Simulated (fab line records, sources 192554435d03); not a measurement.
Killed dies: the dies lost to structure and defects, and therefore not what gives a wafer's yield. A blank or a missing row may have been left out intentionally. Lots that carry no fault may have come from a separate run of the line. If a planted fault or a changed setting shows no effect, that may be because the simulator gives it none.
Which of the tools did it? ; flow n5Finfet ; 22 lots, 66 wafers sampled, at 4 steps of a route of 1938

WHAT EACH GAUGE READ, for each wafer
N5_BEOL_M0_CUTY_CD_MEAS_57 targets a cd of 200 nm. Usual: 199.4 nm for cdNm, sd 0.95.
lot;measured;on;cdNm (nm);flag
L074;day 5 20:14;cdSem-01;199.6 199.3 198.3;
L075;day 6 02:20;cdSem-03;199.8 198.9 199.7;
L076;day 6 07:31;cdSem-01;199.2 200.1 198.1;
L077;day 6 11:13;cdSem-03;199.2 201.0 199.5;
L078;day 6 17:08;cdSem-02;199.1 198.4 199.4;
L079;day 6 23:00;cdSem-02;198.4 200.0 198.2;
L081;day 7 11:19;cdSem-03;197.7 199.3 199.8;
L082;day 8 00:13;cdSem-01;199.6 199.8 200.2;
L083;day 8 00:55;cdSem-03;200.2 199.6 200.0;
L084;day 8 13:27;cdSem-03;201.0 199.6 198.6;
L085;day 8 17:29;cdSem-01;200.5 200.0 200.2;
L087;day 9 07:22;cdSem-01;199.4 199.4 199.4;
L088;day 9 12:22;cdSem-02;198.7 198.9 198.9;
L089;day 9 16:56;cdSem-01;198.8 198.9 199.4;
L090;day 9 18:49;cdSem-03;201.4 201.6 201.7;
L091;day 10 03:25;cdSem-01;200.2 199.6 200.0;
L092;day 10 05:38;cdSem-02;200.0 198.3 198.6;
L093;day 10 13:26;cdSem-01;199.0 199.3 199.9;
L094;day 10 17:19;cdSem-03;200.5 200.8 199.9;
L095;day 10 21:11;cdSem-02;196.3 197.9 197.3;
L096;day 11 02:56;cdSem-02;200.3 199.5 200.0;
L097;day 11 17:01;cdSem-02;198.5 199.0 198.0;

WHICH TOOL RAN EACH LOT (tool, then ch and the chambers of the sampled wafers, then the start)
lot;N5_BEOL_M0_SAQP_SPACER1_ETCHBACK_99;N5_BEOL_M0_SAQP_RECESS_109;N5_BEOL_M0_SAQP_ETCH_88
L074;rieDiel-02 ch 1,2,3, day 5 16:21;vaporEtch-02 ch 0,1, day 5 17:37;rieDiel-02 ch 2,3, day 5 19:06
L075;rieDiel-02 ch 0,2,3, day 5 22:30;vaporEtch-01 ch 0,1, day 5 23:40;rieDiel-02 ch 0,1,3, day 6 01:05
L076;rieDiel-03 ch 0,1, day 6 03:29;vaporEtch-01 ch 0,1, day 6 04:37;rieDiel-02 ch 0,2, day 6 06:14
L077;rieDiel-05 ch 0,1,3, day 6 07:21;vaporEtch-01 ch 0,1, day 6 08:25;rieDiel-05 ch 0,1,2, day 6 09:57
L078;rieDiel-02 ch 0,2, day 6 13:17;vaporEtch-01 ch 0,1, day 6 14:23;rieDiel-05 ch 1,3, day 6 15:52
L079;rieDiel-02 ch 0,1,2, day 6 19:10;vaporEtch-02 ch 0,1, day 6 20:14;rieDiel-03 ch 0,1,3, day 6 21:41
L081;rieDiel-03 ch 1,2,3, day 7 06:34;vaporEtch-02 ch 0,1, day 7 07:55;rieDiel-03 ch 0,2,3, day 7 09:59
L082;rieDiel-02 ch 0,2,3, day 7 19:50;vaporEtch-02 ch 0,1, day 7 21:14;rieDiel-03 ch 0,3, day 7 23:03
L083;rieDiel-02 ch 0,1,2, day 7 20:23;vaporEtch-02 ch 0,1, day 7 21:33;rieDiel-02 ch 0,1,2, day 7 23:37
L084;rieDiel-02 ch 1,2, day 8 07:43;vaporEtch-01 ch 0,1, day 8 08:50;rieDiel-05 ch 1,2, day 8 11:58
L085;rieDiel-03 ch 0,2, day 8 13:00;vaporEtch-02 ch 0,1, day 8 14:07;rieDiel-03 ch 0,2, day 8 16:11
L087;rieDiel-05 ch 1,2,3, day 9 03:25;vaporEtch-02 ch 0,1, day 9 04:29;rieDiel-02 ch 1,2,3, day 9 06:06
L088;rieDiel-02 ch 1,2, day 9 08:26;vaporEtch-02 ch 0,1, day 9 09:30;rieDiel-03 ch 1,2,3, day 9 11:13
L089;rieDiel-02 ch 0,1,3, day 9 12:27;vaporEtch-02 ch 0,1, day 9 14:09;rieDiel-05 ch 2,3, day 9 15:40
L090;rieDiel-02 ch 1,2,3, day 9 15:08;vaporEtch-02 ch 0,1, day 9 16:14;rieDiel-05 ch 0,1,3, day 9 17:41
L091;rieDiel-03 ch 1,2,3, day 9 23:36;vaporEtch-01 ch 0,1, day 10 00:47;rieDiel-02 ch 1,2,3, day 10 02:16
L092;rieDiel-05 ch 0,3, day 10 01:56;vaporEtch-02 ch 0,1, day 10 03:02;rieDiel-03 ch 0,1,3, day 10 04:22
L093;rieDiel-05 ch 0,3, day 10 09:20;vaporEtch-02 ch 0,1, day 10 10:23;rieDiel-02 ch 0,2,3, day 10 11:55
L094;rieDiel-03 ch 0,1, day 10 12:31;vaporEtch-02 ch 0,1, day 10 13:55;rieDiel-05 ch 0,1,3, day 10 15:31
L095;rieDiel-03 ch 0,1, day 10 17:14;vaporEtch-01 ch 1, day 10 18:29;rieDiel-03 ch 0,1, day 10 19:52
L096;rieDiel-03 ch 1,3, day 10 22:57;vaporEtch-01 ch 0,1, day 11 00:05;rieDiel-05 ch 0,1,2, day 11 01:32
L097;rieDiel-05 ch 1,2,3, day 11 11:27;vaporEtch-01 ch 0,1, day 11 13:07;rieDiel-03 ch 1,2,3, day 11 15:44
- N5_BEOL_M0_SAQP_SPACER1_ETCHBACK_99: etches SiO2 in CHF3/O2, target depth 15.4 nm, time 7.7 s.
- N5_BEOL_M0_SAQP_RECESS_109: chemistry HF/NH3, target SiO2, target depth 3 nm, afs cycles 1, sublimation time 60 s.
- N5_BEOL_M0_SAQP_ETCH_88: etches underlayer in N2/H2, target depth 6.5 nm, time 5.2 s.

AS READ BY THE TOOLS THEMSELVES (means over the sampled wafers that have a number; for cases with no such wafer, the mark the record gives instead)
N5_BEOL_M0_SAQP_SPACER1_ETCHBACK_99. Usual: biasW 170.0 W, standard deviation 0.5; drypumpMotorCurrentA 5.6 A, standard deviation 0.5; oesProductAu 0.76 a.u., standard deviation 0.082; rfVppV 531 V, standard deviation 6.3; showerheadPlenumPTorr 2.43 Torr, standard deviation 0.073; throttleValvePct 18.80 %, standard deviation 0.16.
lot;tool;biasW (W);drypumpMotorCurrentA (A);oesProductAu (a.u.);rfVppV (V);showerheadPlenumPTorr (Torr);throttleValvePct (%);flag
L074;rieDiel-02;169.6;6.0;0.76;528;2.38;18.85;
L075;rieDiel-02;169.7;5.5;0.74;528;2.43;18.73;
L076;rieDiel-03;169.9;5.5;0.72;534;2.45;18.82;
L077;rieDiel-05;170.3;5.4;0.77;531;2.47;18.88;
L078;rieDiel-02;169.9;5.4;0.72;530;2.48;18.62;
L079;rieDiel-02;170.2;5.6;0.74;530;2.43;18.76;
L081;rieDiel-03;170.4;5.7;0.74;533;2.44;18.77;
L082;rieDiel-02;169.7;5.5;0.72;528;2.42;18.75;
L083;rieDiel-02;170.0;5.7;0.74;530;2.43;18.77;
L084;rieDiel-02;169.7;6.1;0.75;529;2.38;18.91;
L085;rieDiel-03;169.8;5.4;0.69;534;2.46;18.81;
L087;rieDiel-05;169.8;5.3;0.75;537;2.44;18.86;
L088;rieDiel-02;170.0;6.1;0.75;529;2.38;18.91;
L089;rieDiel-02;170.2;5.8;0.72;527;2.37;18.90;
L090;rieDiel-02;170.1;6.0;0.73;526;2.37;18.90;
L091;rieDiel-03;170.0;5.7;0.82;531;2.43;18.66;
L092;rieDiel-05;170.3;5.4;0.88;525;2.40;18.79;
L093;rieDiel-05;170.0;5.2;0.78;532;2.43;18.86;
L094;rieDiel-03;169.7;5.9;0.86;528;2.40;18.59;
L095;rieDiel-03;170.4;5.5;0.79;533;2.44;18.73;
L096;rieDiel-03;170.6;6.0;0.89;528;2.40;18.55;
L097;rieDiel-05;169.9;5.3;0.84;535;2.53;18.77;

N5_BEOL_M0_SAQP_RECESS_109. Usual: drypumpMotorCurrentA 5.4 A, standard deviation 0.34; forelinePTorr 0.1279 Torr, standard deviation 0.00046.
lot;tool;drypumpMotorCurrentA (A);forelinePTorr (Torr);flag
L074;vaporEtch-02;5.5;0.1287;
L075;vaporEtch-01;5.2;0.1278;
L076;vaporEtch-01;5.2;0.1279;
L077;vaporEtch-01;5.0;0.1281;
L078;vaporEtch-01;5.0;0.1280;
L079;vaporEtch-02;5.6;0.1276;
L081;vaporEtch-02;5.5;0.1283;
L082;vaporEtch-02;5.6;0.1281;
L083;vaporEtch-02;5.7;0.1283;
L084;vaporEtch-01;5.0;0.1278;
L085;vaporEtch-02;5.5;0.1277;
L087;vaporEtch-02;5.5;0.1274;
L088;vaporEtch-02;5.5;0.1273;
L089;vaporEtch-02;5.5;0.1278;
L090;vaporEtch-02;5.6;0.1276;
L091;vaporEtch-01;5.0;0.1282;
L092;vaporEtch-02;5.5;0.1281;
L093;vaporEtch-02;5.5;0.1281;
L094;vaporEtch-02;5.6;0.1280;
L095;vaporEtch-01;5.4;0.1284;
L096;vaporEtch-01;5.0;0.1279;
L097;vaporEtch-01;5.0;0.1283;

N5_BEOL_M0_SAQP_ETCH_88. Usual: biasW 150.0 W (standard deviation 0.44); drypumpMotorCurrentA 5.6 A (standard deviation 0.47); etchRfOnTimeS 5.20 s (standard deviation 0.14); oesProductAu 0.65 a.u. (standard deviation 0.078); rfVppV 524.5 V (standard deviation 2.9); showerheadPlenumPTorr 2.56 Torr (standard deviation 0.095); throttleValvePct 17.69 % (standard deviation 0.15).
lot;tool;biasW (W);drypumpMotorCurrentA (A);etchRfOnTimeS (s);oesProductAu (a.u.);rfVppV (V);showerheadPlenumPTorr (Torr);throttleValvePct (%);flag
L074;rieDiel-02;149.5;5.9;5.32;0.63;523.2;2.49;17.66;
L075;rieDiel-02;150.3;5.8;5.32;0.63;523.1;2.49;17.69;
L076;rieDiel-02;150.3;5.4;5.32;0.62;525.1;2.63;17.71;
L077;rieDiel-05;149.8;5.6;5.13;0.65;523.8;2.53;17.75;
L078;rieDiel-05;149.9;5.1;5.18;0.65;527.1;2.63;17.57;
L079;rieDiel-03;150.3;5.6;5.07;0.65;525.1;2.57;17.69;
L081;rieDiel-03;149.9;5.3;5.16;0.64;526.2;2.61;17.75;
L082;rieDiel-03;149.9;5.2;5.09;0.69;524.8;2.60;17.71;
L083;rieDiel-02;150.3;5.7;5.32;0.62;524.5;2.56;17.74;
L084;rieDiel-05;150.0;5.5;5.02;0.70;526.2;2.59;17.58;
L085;rieDiel-03;150.3;5.3;5.13;0.61;526.1;2.61;17.78;
L087;rieDiel-02;149.9;6.0;5.37;0.62;523.5;2.49;17.76;
L088;rieDiel-03;150.2;5.8;5.14;0.70;523.6;2.56;17.60;
L089;rieDiel-05;150.3;5.2;5.22;0.58;522.9;2.52;17.73;
L090;rieDiel-05;150.1;5.3;5.15;0.72;525.4;2.59;17.58;
L091;rieDiel-02;150.2;6.0;5.32;0.63;522.8;2.49;17.75;
L092;rieDiel-03;150.3;5.5;5.05;0.71;524.1;2.56;17.58;
L093;rieDiel-02;149.8;5.5;5.33;0.60;524.1;2.55;17.72;
L094;rieDiel-05;149.4;5.3;5.14;0.71;526.1;2.59;17.61;
L095;rieDiel-03;150.0;6.0;5.02;0.73;523.4;2.52;17.45;
L096;rieDiel-05;150.0;5.5;5.07;0.79;526.6;2.63;17.56;
L097;rieDiel-03;150.0;5.7;5.15;0.77;524.9;2.56;17.49;

THE ANSWER, worked out from the rows above alone
Rule: lot off if the mean of its wafers having a number is beyond 3 standard deviations from the usual mean. A lot without any number at a reading at which 4 lots or more have one is off too. Any other lot the step has rows for is counted as sound. First the gauges in route order, then the tools' own readings, where a lot's mean is used as printed above. The first step at which some lot is off is used, and at that step the reading that is off furthest; a lot without a number counts as furthest.
Across all readings shown, no lot is off: no conclusion can be drawn from this.

WHAT HAD BEEN PUT IN BY THE SIMULATOR
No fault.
